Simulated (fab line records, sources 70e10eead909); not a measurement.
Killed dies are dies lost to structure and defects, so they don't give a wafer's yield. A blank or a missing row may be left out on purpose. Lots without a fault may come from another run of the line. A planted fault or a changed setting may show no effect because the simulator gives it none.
Which tool did it? | flow nand_harc | 11 lots, 33 wafers sampled, at 6 steps of a route of 1302

WHAT THE GAUGES READ, wafer by wafer
NHARC_A_SGD_CUT_THK_MEAS_22: measures by ellipsometry. Usual: thk_nm 147.7 nm, standard deviation 1.6.
lot  | measured     | on            | thk_nm (nm)       | flag
L328 | day 19 15:38 | film_metro-01 | 147.7 150.0 148.9 |
L329 | day 20 12:16 | film_metro-02 | 147.7 147.8 147.8 |
L330 | day 21 02:37 | film_metro-01 | 147.9 149.0 148.9 |
L334 | day 22 14:01 | film_metro-01 | 146.5 149.4 147.6 |
L335 | day 23 05:23 | film_metro-01 | 148.7 147.5 148.2 |
L336 | day 23 18:35 | film_metro-02 | 148.2 147.4 150.0 |
L337 | day 23 18:35 | film_metro-01 | 148.1 147.8 145.5 |
L338 | day 24 11:25 | film_metro-02 | 146.3 147.7 146.3 |
L343 | day 25 22:38 | film_metro-02 | 145.6 109.6 147.8 | OFF
L349 | day 28 12:29 | film_metro-01 | 149.7 149.8 147.7 |
L350 | day 29 04:32 | film_metro-02 | 149.6 149.8 149.7 |

NHARC_END_SORT_01. Usual: killed_at_array 55, standard deviation 19; killed_at_other 0.9, standard deviation 1.4; killed_at_periphery 3.8, standard deviation 2.9; killed_dies 60, standard deviation 19; killed_open 3.3, standard deviation 1.8; killed_short 2.6, standard deviation 1.6.
lot  | measured     | on        | killed_at_array | killed_at_other | killed_at_periphery | killed_dies | killed_open | killed_short | flag
L337 | day 29 17:01 | prober-01 | 50 30 44        | 0 0 0           | 1 5 3               | 51 35 47    | 2 2 8       | 3 2 0        |
L338 | day 29 16:59 | prober-02 | 70 67 77        | 3 1 1           | 5 5 4               | 78 73 82    | 7 4 3       | 1 1 1        |
L343 | day 30 20:07 | prober-02 | 86 90 70        | 0 0 0           | 4 2 4               | 90 92 74    | 6 3 5       | 3 6 3        |

WHICH TOOL RAN EACH LOT (tool, then ch and the chambers of the sampled wafers, then the start)
lot  | NHARC_A_SGD_CUT_ETCH_15                       | NHARC_A_SGD_CUT_STRIP_17                      | NHARC_A_SGD_CUT_DEP_20       | NHARC_A_SGD_CUT_ETCHBACK_24
L328 | rie_diel-02 ch 0,2,3, day 19 09:01 or earlier | rie_diel-02 ch 2,3, day 19 09:01 or earlier   | fcvd-01 ch 0,1, day 19 09:01 | rie_diel-13 ch 2,3, day 19 15:52
L329 | rie_diel-12 ch 0,1, day 20 07:05 or earlier   | rie_diel-12 ch 0,1, day 20 07:05 or earlier   | fcvd-02 ch 0,1, day 20 07:05 | rie_diel-02 ch 2,3, day 20 12:30
L330 | rie_diel-12 ch 0,3, day 20 21:09 or earlier   | rie_diel-12 ch 1,2,3, day 20 21:09 or earlier | fcvd-02 ch 0,1, day 20 21:09 | rie_diel-12 ch 1,2,3, day 21 02:51
L334 | rie_diel-12 ch 0,2,3, day 22 09:08 or earlier | rie_diel-12 ch 0,1,2, day 22 09:08 or earlier | fcvd-02 ch 0,1, day 22 09:08 | rie_diel-12 ch 0,1,2, day 22 14:14
L335 | rie_diel-12 ch 2, day 22 20:50 or earlier     | rie_diel-12 ch 0,2, day 22 20:50 or earlier   | fcvd-01 ch 0,1, day 22 20:50 | rie_diel-12 ch 1,2, day 23 05:37
L336 | rie_diel-02 ch 0,3, day 23 11:25 or earlier   | rie_diel-02 ch 0,1, day 23 11:25 or earlier   | fcvd-02 ch 0,1, day 23 11:25 | rie_diel-02 ch 0,2,3, day 23 18:50
L337 | rie_diel-12 ch 1,2, day 23 11:41 or earlier   | rie_diel-12 ch 0,1, day 23 11:41 or earlier   | fcvd-02 ch 0,1, day 23 11:41 | rie_diel-13 ch 0,1,2, day 23 18:51
L338 | rie_diel-12 ch 0,1, day 24 04:14 or earlier   | rie_diel-12 ch 2,3, day 24 04:14 or earlier   | fcvd-02 ch 0,1, day 24 04:14 | rie_diel-13 ch 0,1,3, day 24 11:39
L343 | rie_diel-02 ch 0,1,2, day 25 17:11 or earlier | rie_diel-02 ch 0,1,3, day 25 17:11 or earlier | fcvd-02 ch 0,1, day 25 17:11 | rie_diel-13 ch 0,2,3, day 25 22:53
L349 | rie_diel-02 ch 1,2,3, day 28 07:01 or earlier | rie_diel-02 ch 1,2,3, day 28 07:01 or earlier | fcvd-01 ch 0,1, day 28 07:01 | rie_diel-12 ch 0,2,3, day 28 12:42
L350 | rie_diel-13 ch 0,1,2, day 28 20:15 or earlier | rie_diel-13 ch 0,1,2, day 28 20:15 or earlier | fcvd-01 ch 0,1, day 28 20:15 | rie_diel-02 ch 0,1, day 29 04:46
- NHARC_A_SGD_CUT_ETCH_15: etches the open film in CH3F/O2, target depth 75 nm, time 64.3 s.
- NHARC_A_SGD_CUT_STRIP_17: strips in O2.
- NHARC_A_SGD_CUT_DEP_20: deposits SiO2, target thk 150 nm.
- NHARC_A_SGD_CUT_ETCHBACK_24: etches the open film in CH3F/O2, target depth 50 nm, time 92.857 s.

WHAT THE TOOLS THEMSELVES READ (means of the sampled wafers that have a number; where no wafer has one, the mark that the record gives instead)
NHARC_A_SGD_CUT_ETCH_15. Usual: drypump_motor_current_A 6.0 A, standard deviation 0.44; oes_product_au 0.963 a.u., standard deviation 0.015; rf_vpp_V 263.4 V, standard deviation 1.5; showerhead_plenum_p_Torr 2.43 Torr, standard deviation 0.078; throttle_valve_pct 20.663 %, standard deviation 0.0088.
lot  | tool        | drypump_motor_current_A (A) | oes_product_au (a.u.) | rf_vpp_V (V) | showerhead_plenum_p_Torr (Torr) | throttle_valve_pct (%) | flag
L328 | rie_diel-02 | 5.9                         | 0.973                 | 263.1        | 2.42                            | 20.666                 |
L329 | rie_diel-12 | 6.7                         | 0.963                 | 264.2        | 2.45                            | 20.660                 |
L330 | rie_diel-12 | 6.2                         | 0.956                 | 263.3        | 2.41                            | 20.658                 |
L334 | rie_diel-12 | 6.2                         | 0.956                 | 263.6        | 2.42                            | 20.656                 |
L335 | rie_diel-12 | 5.7                         | 0.958                 | 264.8        | 2.45                            | 20.665                 |
L336 | rie_diel-02 | 5.8                         | 0.950                 | 263.5        | 2.43                            | 20.665                 |
L337 | rie_diel-12 | 6.0                         | 0.974                 | 264.0        | 2.50                            | 20.663                 |
L338 | rie_diel-12 | 6.7                         | 0.954                 | 264.3        | 2.45                            | 20.665                 |
L343 | rie_diel-02 | 6.0                         | 0.976                 | 262.0        | 2.36                            | 20.655                 |
L349 | rie_diel-02 | 5.7                         | 0.942                 | 262.3        | 2.39                            | 20.660                 |
L350 | rie_diel-13 | 6.0                         | 0.952                 | 263.1        | 2.41                            | 20.661                 |

NHARC_A_SGD_CUT_STRIP_17. Usual: drypump_motor_current_A 6.0 A, standard deviation 0.45; oes_product_au 1.001 a.u., standard deviation 0.012; rf_vpp_V 57.7 V, standard deviation 0.75; showerhead_plenum_p_Torr 3.48 Torr, standard deviation 0.11; throttle_valve_pct 17.037 %, standard deviation 0.0091.
lot  | tool        | drypump_motor_current_A (A) | oes_product_au (a.u.) | rf_vpp_V (V) | showerhead_plenum_p_Torr (Torr) | throttle_valve_pct (%) | flag
L328 | rie_diel-02 | 5.6                         | 0.999                 | 57.5         | 3.50                            | 17.034                 |
L329 | rie_diel-12 | 6.7                         | 0.989                 | 57.6         | 3.52                            | 17.037                 |
L330 | rie_diel-12 | 6.0                         | 1.004                 | 58.2         | 3.57                            | 17.036                 |
L334 | rie_diel-12 | 6.3                         | 1.002                 | 57.5         | 3.55                            | 17.041                 |
L335 | rie_diel-12 | 6.5                         | 1.002                 | 57.4         | 3.45                            | 17.035                 |
L336 | rie_diel-02 | 6.1                         | 1.019                 | 57.8         | 3.34                            | 17.037                 |
L337 | rie_diel-12 | 6.6                         | 1.001                 | 57.8         | 3.61                            | 17.039                 |
L338 | rie_diel-12 | 5.8                         | 1.004                 | 57.6         | 3.51                            | 17.042                 |
L343 | rie_diel-02 | 6.0                         | 1.013                 | 57.0         | 3.41                            | 17.036                 |
L349 | rie_diel-02 | 5.7                         | 1.022                 | 57.8         | 3.44                            | 17.034                 |
L350 | rie_diel-13 | 6.0                         | 0.988                 | 57.7         | 3.46                            | 17.028                 |

NHARC_A_SGD_CUT_ETCHBACK_24. Usual: drypump_motor_current_A 6.0 A, standard deviation 0.42; oes_product_au 0.97 a.u., standard deviation 0.037; rf_vpp_V 244.0 V, standard deviation 1.5; showerhead_plenum_p_Torr 2.43 Torr, standard deviation 0.084; throttle_valve_pct 20.664 %, standard deviation 0.0094.
lot  | tool        | drypump_motor_current_A (A) | oes_product_au (a.u.) | rf_vpp_V (V) | showerhead_plenum_p_Torr (Torr) | throttle_valve_pct (%) | flag
L328 | rie_diel-13 | 5.8                         | 0.98                  | 243.6        | 2.41                            | 20.660                 |
L329 | rie_diel-02 | 5.5                         | 1.00                  | 245.1        | 2.45                            | 20.666                 |
L330 | rie_diel-12 | 6.0                         | 0.92                  | 245.0        | 2.49                            | 20.668                 |
L334 | rie_diel-12 | 6.3                         | 0.92                  | 244.7        | 2.47                            | 20.658                 |
L335 | rie_diel-12 | 5.9                         | 0.95                  | 244.6        | 2.50                            | 20.666                 |
L336 | rie_diel-02 | 5.9                         | 0.93                  | 243.5        | 2.41                            | 20.658                 |
L337 | rie_diel-13 | 6.0                         | 0.99                  | 243.4        | 2.42                            | 20.662                 |
L338 | rie_diel-13 | 5.8                         | 0.98                  | 245.2        | 2.50                            | 20.665                 |
L343 | rie_diel-13 | 5.9                         | 0.99                  | 244.5        | 2.46                            | 20.661                 |
L349 | rie_diel-12 | 6.1                         | 1.00                  | 243.0        | 2.42                            | 20.659                 |
L350 | rie_diel-02 | 6.3                         | 1.00                  | 242.8        | 2.34                            | 20.654                 |

THE ANSWER, worked out from the rows above alone
Rule: a lot is off if the mean of its wafers that have a number lies more than 3 standard deviations from the usual mean. A lot without any number at a reading at which 4 lots or more have one is off too. The other lots that the step has rows for count as sound. The gauges are gone through in route order, then the tools' own readings, and for those a lot's mean is taken as printed above. The first step at which some lot is off is used, and at that step the reading that is off furthest; a lot without a number counts as furthest.
Off: L343, at NHARC_A_SGD_CUT_THK_MEAS_22 (thk_nm).
A tool fits if, at a process step before that reading, it ran every lot that is off, and no sound lot after the first of them. The gauges at NHARC_A_SGD_CUT_THK_MEAS_22 are tried like those tools. NHARC_A_SGD_CUT_ETCH_15 gives no start for some lots, so the hours and the order of its lots are those of NHARC_A_SGD_CUT_DEP_20. NHARC_A_SGD_CUT_STRIP_17 gives no start for some lots, so the hours and the order of its lots are those of NHARC_A_SGD_CUT_DEP_20. One fits: fcvd-02 at NHARC_A_SGD_CUT_DEP_20. Its last sound lot is L338 (day 24 04:14), its first lot that is off L343 (day 25 17:11): a fault that began between those two fits.

WHAT THE SIMULATOR HAD PUT IN
Process parameter drift: fcvd-02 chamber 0, from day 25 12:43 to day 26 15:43, at NHARC_A_SGD_CUT_DEP_20. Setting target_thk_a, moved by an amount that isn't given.
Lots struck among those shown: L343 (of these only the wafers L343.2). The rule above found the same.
